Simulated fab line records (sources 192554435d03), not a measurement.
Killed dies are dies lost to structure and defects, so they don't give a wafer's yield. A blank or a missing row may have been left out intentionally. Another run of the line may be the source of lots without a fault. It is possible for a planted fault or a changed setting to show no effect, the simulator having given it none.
Split-lot experiment | flow n5_finfet | route with 1938 steps; 7 lots, 21 wafers read

THE SPLIT ITSELF
At N5_BEOL_M0_SAQP_COAT_87 (time 60 s, resist thk 5 nm), the setting spin_rpm was moved away from the recipe's 1500 rpm on 8 of the 21 wafers read, by -3.7% to +11.0%. All remaining wafers had this setting at the recipe value.

FROM THE SPLIT TO THE READING: what the file shows between them, 3 steps
- N5_BEOL_M0_SAQP_COAT_34: resist thk 30 nm
- N5_BEOL_M0_SAQP_EBR_36
- N5_BEOL_M0_SAQP_DESCUM_45: chemistry O2, time 7 s

THE READING
etch.depth_nm (the simulator's own value, which no gauge read), in nm, at N5_BEOL_M0_SAQP_ETCH_88 (etches underlayer in N2/H2, target depth 6.5 nm, time 5.2 s). No usual value for it is given in the file. The 13 wafers here that ran the recipe average 5.021 nm, standard deviation 0.02 nm.

wafer  | tool, chamber at the split | spin_rpm as run, rpm | against the recipe | etch.depth_nm, nm | against lot-mates on the recipe
L076.1 | litho_track-05, 0          | 1500                 | recipe             | 5.023             | -
L076.4 | litho_track-05, 0          | 1500                 | recipe             | 5.006             | -
L076.6 | litho_track-05, 0          | 1500                 | recipe             | 5.027             | -
L077.4 | litho_track-03, 0          | 1500                 | recipe             | 5.021             | -
L077.5 | litho_track-03, 0          | 1659                 | +10.6%             | 4.768             | -0.253
L077.6 | litho_track-03, 0          | 1659                 | +10.6%             | 4.769             | -0.252
L078.1 | litho_track-03, 0          | 1616                 | +7.7%              | 4.803             | -0.164
L078.3 | litho_track-03, 0          | 1616                 | +7.7%              | 4.805             | -0.162
L078.5 | litho_track-03, 0          | 1500                 | recipe             | 4.967             | -
L083.2 | litho_track-02, 0          | 1500                 | recipe             | 5.006             | -
L083.4 | litho_track-02, 0          | 1500                 | recipe             | 5.022             | -
L083.6 | litho_track-02, 0          | 1665                 | +11.0%             | 4.768             | -0.246
L089.2 | litho_track-02, 0          | 1500                 | recipe             | 5.032             | -
L089.4 | litho_track-02, 0          | 1648                 | +9.9%              | 4.793             | -0.239
L089.6 | litho_track-02, 0          | 1648                 | +9.9%              | 4.792             | -0.240
L090.1 | litho_track-02, 0          | 1500                 | recipe             | 5.054             | -
L090.3 | litho_track-02, 0          | 1500                 | recipe             | 5.037             | -
L090.5 | litho_track-02, 0          | 1500                 | recipe             | 5.035             | -
L096.2 | litho_track-05, 0          | 1444                 | -3.7%              | 5.114             | +0.093
L096.5 | litho_track-05, 0          | 1500                 | recipe             | 5.021             | -
L096.6 | litho_track-05, 0          | 1500                 | recipe             | 5.022             | -

FIT RESULTS
A straight line over all 21 wafers: etch.depth_nm changes by -0.0242 nm for each +1% of spin_rpm; r = -0.99; the points scatter about the line by 0.02 nm.
The same after taking each lot's own level away (the mean of its wafers on the recipe; 21 wafers): -0.0233 nm for each +1%; r = -1.00; scatter 0.009 nm.
On that fit, the largest move of spin_rpm shifts the reading by 0.26 nm.
The lots' own levels span 4.9670 to 5.0420 nm, that is 3.8 times the standard deviation above.
The two slopes are in agreement: the lot-to-lot level therefore moves the slope only a little.
Check: for one of the wafers moved furthest among these (+11.0%), held out of the fit, the line's prediction against its lot-mates is -0.258 nm. It came out at -0.246 nm against them.

OTHER SPLITS ON THESE WAFERS
Before the reading, these wafers also passed through other splits. Each is held against what the fit with the lots' levels taken away leaves over:
other split on the same wafers    | wafers away from the commonest value | r with etch.depth_nm (lot level and that fit taken away)
N5_BEOL_M0_SAQP_EXPOSE_11 dose_mj | 9                                    | +0.29
N5_BEOL_M0_SAQP_ETCH_107 source_w | 8                                    | -0.01

THE WHOLE CHAIN: every reading that the file lists as answering this split, in the file's order
step                    | what it does                                                | reading                                                        | change (the file's fit)                | r (the file's)
N5_BEOL_M0_SAQP_ETCH_88 | etches underlayer in N2/H2, target depth 6.5 nm, time 5.2 s | etch_rf_on_time_s                                              | withheld for each +1% of the setting   | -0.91
N5_BEOL_M0_SAQP_ETCH_88 | etches underlayer in N2/H2, target depth 6.5 nm, time 5.2 s | etch.depth_nm (the simulator's own value, which no gauge read) | -0.0231 nm for each +1% of the setting | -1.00

THE FILE'S OWN FIT
etch.depth_nm changes by -0.0231 nm for each +1% of spin_rpm, r = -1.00.
